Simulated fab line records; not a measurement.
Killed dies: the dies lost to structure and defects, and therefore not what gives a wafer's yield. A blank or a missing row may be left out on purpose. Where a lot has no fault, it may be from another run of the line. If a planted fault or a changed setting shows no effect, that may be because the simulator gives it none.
What tool caused it? :: flow n5 finfet :: Sampling: 9 lots, 27 wafers, 5 of 1938 route steps

== WHAT EACH GAUGE READ, for each wafer ==
N5_SD_EPI_N_CD_MEAS_09 targets a cd of 120 nm. Usual: cd nm 120.0 nm, standard deviation 0.6.
lot: L790
measured: day 3 09:09
on: cd sem-02
cd nm (nm): 120.1 120.3 120.0
flag: 

lot: L795
measured: day 4 13:32
on: cd sem-02
cd nm (nm): 120.8 120.5 119.9
flag: 

lot: L798
measured: day 5 10:05
on: cd sem-02
cd nm (nm): 120.6 120.5 120.5
flag: 

lot: L801
measured: day 6 04:55
on: cd sem-02
cd nm (nm): 118.6 119.2 119.5
flag: 

lot: L807
measured: day 7 12:37
on: cd sem-03
cd nm (nm): 119.2 119.6 119.9
flag: 

lot: L808
measured: day 7 23:53
on: cd sem-03
cd nm (nm): 119.6 120.3 119.8
flag: 

lot: L809
measured: day 8 00:34
on: cd sem-03
cd nm (nm): 120.4 120.7 120.9
flag: 

lot: L811
measured: day 8 12:49
on: cd sem-01
cd nm (nm): 120.9 120.4 120.8
flag: 

lot: L812
measured: day 8 22:02
on: cd sem-02
cd nm (nm): 119.5 120.0 119.7
flag: 

N5_SD_EPI_N_OVL_MEAS_10. Usual: SD_N_BLK_OVL typically reads 0.3 nm, with standard deviation 0.69.
lot: L790
measured: day 3 09:11
on: overlay-01
SD_N_BLK_OVL (nm): 0.1 -0.9 0.2
flag: 

lot: L795
measured: day 4 13:34
on: overlay-02
SD_N_BLK_OVL (nm): 0.5 0.7 1.0
flag: 

lot: L798
measured: day 5 10:07
on: overlay-02
SD_N_BLK_OVL (nm): 0.5 0.6 -0.1
flag: 

lot: L801
measured: day 6 04:57
on: overlay-02
SD_N_BLK_OVL (nm): -0.9 0.5 0.2
flag: 

lot: L807
measured: day 7 12:39
on: overlay-01
SD_N_BLK_OVL (nm): 0.5 1.6 1.7
flag: 

lot: L808
measured: day 7 23:55
on: overlay-02
SD_N_BLK_OVL (nm): 0.5 1.0 0.4
flag: 

lot: L809
measured: day 8 00:35
on: overlay-02
SD_N_BLK_OVL (nm): 0.5 0.1 1.4
flag: 

lot: L811
measured: day 8 12:51
on: overlay-01
SD_N_BLK_OVL (nm): -0.9 -0.4 0.7
flag: 

lot: L812
measured: day 8 22:04
on: overlay-01
SD_N_BLK_OVL (nm): -0.1 -1.0 0.3
flag: 

N5_BEOL_M4_RC_MEAS_101. Usual: DIBL_N 35.9 mV/V, standard deviation 1.4; DIBL_P 35.9 mV/V, standard deviation 1.7; IOFF_N 0.155 nA/um, standard deviation 0.023; IOFF_P 0.201 nA/um, standard deviation 0.029; ION_N 672 uA/um, standard deviation 8.8; ION_P 460 uA/um, standard deviation 7; SS_N 71.6 mV/dec, standard deviation 0.48; SS_P 73.1 mV/dec, standard deviation 0.64; VT_N 250.0 mV, standard deviation 3; VT_P -251.6 mV, standard deviation 3.
lot: L790
measured: day 8 04:57
on: prober-02
DIBL_N (mV/V): 34.9 34.1 35.3
DIBL_P (mV/V): 33.6 33.5 35.0
IOFF_N (nA/um): 0.130 0.120 0.145
IOFF_P (nA/um): 0.184 0.181 0.213
ION_N (uA/um): 652 660 664
ION_P (uA/um): 452 455 463
SS_N (mV/dec): 71.9 71.0 71.7
SS_P (mV/dec): 72.2 72.6 72.7
VT_N (mV): 256.1 254.3 251.9
VT_P (mV): -249.7 -250.7 -250.3
flag: 

lot: L795
measured: day 9 10:04
on: prober-01
DIBL_N (mV/V): 34.1 35.3 36.0
DIBL_P (mV/V): 35.0 36.8 37.7
IOFF_N (nA/um): 0.128 0.150 0.161
IOFF_P (nA/um): 0.162 0.179 0.186
ION_N (uA/um): 660 674 676
ION_P (uA/um): 452 457 460
SS_N (mV/dec): 71.6 71.1 72.0
SS_P (mV/dec): 72.4 73.4 73.6
VT_N (mV): 252.3 249.7 251.4
VT_P (mV): -254.1 -254.3 -253.0
flag: 

lot: L798
measured: day 10 18:28
on: prober-02
DIBL_N (mV/V): 33.1 35.3 33.2
DIBL_P (mV/V): 31.8 34.6 32.0
IOFF_N (nA/um): 0.114 0.157 0.117
IOFF_P (nA/um): 0.162 0.205 0.164
ION_N (uA/um): 657 674 674
ION_P (uA/um): 454 459 458
SS_N (mV/dec): 71.0 71.5 69.9
SS_P (mV/dec): 72.5 73.1 71.5
VT_N (mV): 251.4 247.7 253.3
VT_P (mV): -253.1 -252.2 -252.7
flag: 

lot: L801
measured: day 11 05:29
on: prober-02
DIBL_N (mV/V): 36.2 35.2 37.1
DIBL_P (mV/V): 34.6 33.5 35.2
IOFF_N (nA/um): 0.138 0.123 0.146
IOFF_P (nA/um): 0.180 0.166 0.188
ION_N (uA/um): 671 666 672
ION_P (uA/um): 461 453 462
SS_N (mV/dec): 70.9 70.5 71.4
SS_P (mV/dec): 72.2 72.1 72.7
VT_N (mV): 249.2 253.1 251.4
VT_P (mV): -253.5 -256.0 -252.9
flag: 

lot: L807
measured: day 12 15:20
on: prober-02
DIBL_N (mV/V): 34.5 34.9 34.1
DIBL_P (mV/V): 34.7 35.5 34.6
IOFF_N (nA/um): 0.131 0.134 0.125
IOFF_P (nA/um): 0.146 0.149 0.140
ION_N (uA/um): 660 680 658
ION_P (uA/um): 448 456 445
SS_N (mV/dec): 71.4 71.4 71.2
SS_P (mV/dec): 72.9 73.7 72.8
VT_N (mV): 254.0 254.3 251.2
VT_P (mV): -258.7 -256.1 -257.9
flag: 

lot: L808
measured: day 12 22:56
on: prober-01
DIBL_N (mV/V): 36.6 36.3 35.4
DIBL_P (mV/V): 37.5 37.9 36.6
IOFF_N (nA/um): 0.168 0.170 0.149
IOFF_P (nA/um): 0.213 0.217 0.199
ION_N (uA/um): 682 676 668
ION_P (uA/um): 461 460 461
SS_N (mV/dec): 72.3 72.0 72.8
SS_P (mV/dec): 73.8 74.1 73.7
VT_N (mV): 248.7 248.1 250.8
VT_P (mV): -250.7 -251.7 -250.6
flag: 

lot: L809
measured: day 12 22:28
on: prober-02
DIBL_N (mV/V): 39.1 38.5 37.6
DIBL_P (mV/V): 39.8 39.4 38.0
IOFF_N (nA/um): 0.211 0.195 0.187
IOFF_P (nA/um): 0.260 0.250 0.231
ION_N (uA/um): 682 685 686
ION_P (uA/um): 462 464 469
SS_N (mV/dec): 72.3 72.4 71.8
SS_P (mV/dec): 74.4 73.7 73.0
VT_N (mV): 243.3 248.6 243.6
VT_P (mV): -250.6 -249.5 -249.3
flag: 

lot: L811
measured: day 13 18:04
on: prober-01
DIBL_N (mV/V): 35.9 37.2 34.9
DIBL_P (mV/V): 35.7 35.9 34.2
IOFF_N (nA/um): 0.155 0.157 0.132
IOFF_P (nA/um): 0.183 0.196 0.171
ION_N (uA/um): 679 670 666
ION_P (uA/um): 461 454 451
SS_N (mV/dec): 71.4 71.7 70.5
SS_P (mV/dec): 72.8 73.5 73.4
VT_N (mV): 248.4 250.7 252.3
VT_P (mV): -253.1 -252.3 -254.2
flag: 

lot: L812
measured: day 13 23:38
on: prober-02
DIBL_N (mV/V): 35.6 34.9 33.5
DIBL_P (mV/V): 34.0 34.2 32.8
IOFF_N (nA/um): 0.141 0.131 0.113
IOFF_P (nA/um): 0.186 0.198 0.168
ION_N (uA/um): 649 668 654
ION_P (uA/um): 448 462 454
SS_N (mV/dec): 71.7 71.1 71.0
SS_P (mV/dec): 72.6 73.4 72.6
VT_N (mV): 255.4 250.9 256.9
VT_P (mV): -253.7 -251.9 -252.6
flag: 

== EACH LOT AND THE TOOL THAT RAN IT (in order: tool; ch and the chambers of the sampled wafers; start) ==
lot: L790
N5_STI_FIN_REVEAL_DENSIFY_30: rtp anneal-01 ch 0, day 2 18:21
N5_SD_EPI_N_ETCH_34: rie diel-05 ch 0,1,3, day 3 09:16

lot: L795
N5_STI_FIN_REVEAL_DENSIFY_30: rtp anneal-02 ch 0, day 3 22:44
N5_SD_EPI_N_ETCH_34: rie diel-05 ch 0,1,2, day 4 13:52

lot: L798
N5_STI_FIN_REVEAL_DENSIFY_30: rtp anneal-02 ch 0, day 4 17:23
N5_SD_EPI_N_ETCH_34: rie diel-05 ch 1,2,3, day 5 10:14

lot: L801
N5_STI_FIN_REVEAL_DENSIFY_30: rtp anneal-01 ch 0, day 5 14:28
N5_SD_EPI_N_ETCH_34: rie diel-05 ch 0,1,3, day 6 05:05

lot: L807
N5_STI_FIN_REVEAL_DENSIFY_30: rtp anneal-01 ch 0, day 6 22:07
N5_SD_EPI_N_ETCH_34: rie diel-02 ch 0,1,2, day 7 12:44

lot: L808
N5_STI_FIN_REVEAL_DENSIFY_30: rtp anneal-01 ch 0, day 7 09:49
N5_SD_EPI_N_ETCH_34: rie diel-06 ch 1,2,3, day 8 00:01

lot: L809
N5_STI_FIN_REVEAL_DENSIFY_30: rtp anneal-01 ch 0, day 7 10:17
N5_SD_EPI_N_ETCH_34: rie diel-02 ch 0,1,2, day 8 00:59

lot: L811
N5_STI_FIN_REVEAL_DENSIFY_30: rtp anneal-02 ch 0, day 7 22:25
N5_SD_EPI_N_ETCH_34: rie diel-02 ch 0,1, day 8 12:56

lot: L812
N5_STI_FIN_REVEAL_DENSIFY_30: rtp anneal-02 ch 0, day 8 04:34
N5_SD_EPI_N_ETCH_34: rie diel-05 ch 1,2,3, day 8 22:10
- N5_STI_FIN_REVEAL_DENSIFY_30
- N5_SD_EPI_N_ETCH_34: etches SiARC in CF4, target depth 45.5 nm, time 75.8 s.

== WHAT THE TOOLS THEMSELVES READ (means of the sampled wafers that have a number; where no wafer has one, the mark that the record gives instead) ==
N5_STI_FIN_REVEAL_DENSIFY_30. Usual: lamp power pct 11.54 %, standard deviation 0.055; lamp_zone_4_pct 11.523 %, standard deviation 0.021.
lot: L790
tool: rtp anneal-01
lamp power pct (%): 11.52
lamp_zone_4_pct (%): 11.542
flag: 

lot: L795
tool: rtp anneal-02
lamp power pct (%): 11.52
lamp_zone_4_pct (%): 11.516
flag: 

lot: L798
tool: rtp anneal-02
lamp power pct (%): 11.59
lamp_zone_4_pct (%): 11.527
flag: 

lot: L801
tool: rtp anneal-01
lamp power pct (%): 11.57
lamp_zone_4_pct (%): 11.501
flag: 

lot: L807
tool: rtp anneal-01
lamp power pct (%): 11.58
lamp_zone_4_pct (%): 11.504
flag: 

lot: L808
tool: rtp anneal-01
lamp power pct (%): 11.54
lamp_zone_4_pct (%): 11.528
flag: 

lot: L809
tool: rtp anneal-01
lamp power pct (%): 11.49
lamp_zone_4_pct (%): 11.532
flag: 

lot: L811
tool: rtp anneal-02
lamp power pct (%): 11.55
lamp_zone_4_pct (%): 11.519
flag: 

lot: L812
tool: rtp anneal-02
lamp power pct (%): 11.56
lamp_zone_4_pct (%): 11.495
flag: 

N5_SD_EPI_N_ETCH_34. Usual: drypump motor current A 5.8 A, standard deviation 0.46; etch rf on time s 76.0 s, standard deviation 1.2; oes product au 0.65 a.u., standard deviation 0.07; rf vpp V 184.3 V, standard deviation 1.3; showerhead plenum p Torr 2.15 Torr, standard deviation 0.077; throttle valve pct 15.64 %, standard deviation 0.26.
lot: L790
tool: rie diel-05
drypump motor current A (A): 5.3
etch rf on time s (s): 75.9
oes product au (a.u.): 0.66
rf vpp V (V): 183.7
showerhead plenum p Torr (Torr): 2.18
throttle valve pct (%): 15.66
flag: 

lot: L795
tool: rie diel-05
drypump motor current A (A): 5.5
etch rf on time s (s): 76.5
oes product au (a.u.): 0.63
rf vpp V (V): 183.6
showerhead plenum p Torr (Torr): 2.11
throttle valve pct (%): 15.76
flag: 

lot: L798
tool: rie diel-05
drypump motor current A (A): 5.2
etch rf on time s (s): 104.5
oes product au (a.u.): 0.55
rf vpp V (V): 183.9
showerhead plenum p Torr (Torr): 2.14
throttle valve pct (%): 15.77
flag: OFF

lot: L801
tool: rie diel-05
drypump motor current A (A): 5.3
etch rf on time s (s): 102.0
oes product au (a.u.): 0.62
rf vpp V (V): 184.6
showerhead plenum p Torr (Torr): 2.17
throttle valve pct (%): 15.54
flag: OFF

lot: L807
tool: rie diel-02
drypump motor current A (A): 6.3
etch rf on time s (s): 74.6
oes product au (a.u.): 0.66
rf vpp V (V): 185.1
showerhead plenum p Torr (Torr): 2.20
throttle valve pct (%): 15.43
flag: 

lot: L808
tool: rie diel-06
drypump motor current A (A): 5.6
etch rf on time s (s): 76.6
oes product au (a.u.): 0.65
rf vpp V (V): 184.3
showerhead plenum p Torr (Torr): 2.12
throttle valve pct (%): 15.83
flag: 

lot: L809
tool: rie diel-02
drypump motor current A (A): 6.3
etch rf on time s (s): 75.1
oes product au (a.u.): 0.66
rf vpp V (V): 185.4
showerhead plenum p Torr (Torr): 2.20
throttle valve pct (%): 15.44
flag: 

lot: L811
tool: rie diel-02
drypump motor current A (A): 6.5
etch rf on time s (s): 75.9
oes product au (a.u.): 0.67
rf vpp V (V): 184.4
showerhead plenum p Torr (Torr): 2.21
throttle valve pct (%): 15.38
flag: 

lot: L812
tool: rie diel-05
drypump motor current A (A): 5.2
etch rf on time s (s): 76.4
oes product au (a.u.): 0.69
rf vpp V (V): 185.1
showerhead plenum p Torr (Torr): 2.22
throttle valve pct (%): 15.65
flag: 

== THE ANSWER, worked out from the rows above alone ==
Rule: a lot is off if the mean of its wafers that have a number lies more than 3 standard deviations from the usual mean. A lot without any number at a reading at which 4 lots or more have one is off too. The other lots that the step has rows for count as sound. After the gauges, taken in route order, come the tools' own readings; for these a lot's mean is taken, as printed above. At the first step where some lot is off, the reading lying furthest off is the one used; lots without a number count as furthest.
Off: L798, L801 (N5_SD_EPI_N_ETCH_34, etch rf on time s).
If a tool, at that step or one of the process steps before it, ran each lot that is off and ran no sound lot following the first of them, it fits. Not one of the candidates tried fits.

== WHAT THE SIMULATOR HAD PUT IN ==
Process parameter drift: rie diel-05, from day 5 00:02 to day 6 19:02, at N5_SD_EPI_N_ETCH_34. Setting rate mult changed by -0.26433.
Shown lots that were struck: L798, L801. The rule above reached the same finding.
